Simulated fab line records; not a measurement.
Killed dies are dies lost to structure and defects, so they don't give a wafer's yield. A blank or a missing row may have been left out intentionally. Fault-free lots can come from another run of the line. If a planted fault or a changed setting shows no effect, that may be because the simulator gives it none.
Which tool is to blame? -- flow n5 finfet -- at 1 step of a route of 1938, 12 lots with 36 wafers sampled

## WHAT EACH GAUGE READ, for each wafer
N5_MOL_CONTACT_COAG_CD_MEAS_137: the cd target is 16 nm.
lot,measured,on,cd nm (nm)
L075,day 5 08:40,cd sem-01,15.4 15.8 16.1
L077,day 5 19:38,cd sem-01,16.5 16.2 16.0
L079,day 6 12:58,cd sem-03,17.0 15.9 16.2
L081,day 6 22:31,cd sem-03,16.3 15.8 16.3
L083,day 7 07:02,cd sem-03,15.6 16.0 16.1
L085,day 7 22:49,cd sem-03,16.1 16.6 15.6
L087,day 8 08:43,cd sem-01,16.2 15.7 16.0
L089,day 8 23:02,cd sem-02,15.9 15.5 16.6
L091,day 9 05:51,cd sem-01,16.6 16.1 16.1
L093,day 9 19:00,cd sem-02,15.8 16.4 15.4
L095,day 10 06:58,cd sem-01,16.2 16.0 15.7
L097,day 11 00:03,cd sem-01,16.8 16.3 16.1

## WHAT TOOL EACH LOT RAN ON (gives the tool, then ch and the chambers of the sampled wafers, and finally the start)
The record holds no process step before these readings.

## THE ANSWER, worked out from the rows above alone
Rule: what is usual is taken from the lots themselves. Put in order of their means at a reading, lots are off if they are a third of the lots or fewer, leave a main group of 4 or more, and stand apart from it by a gap of 3 or more times the standard deviation of the main group's means; of several such gaps the widest counts. The tables above print the reading to a certain number of digits; a main group whose means all agree to those digits is not used. A lot without any number at a reading at which 4 lots or more have one is off too. Where the step has rows for the other lots, those lots are counted as sound.
None of the lots is off at any reading shown; this tells nothing.

## WHAT WAS PUT IN BY THE SIMULATOR
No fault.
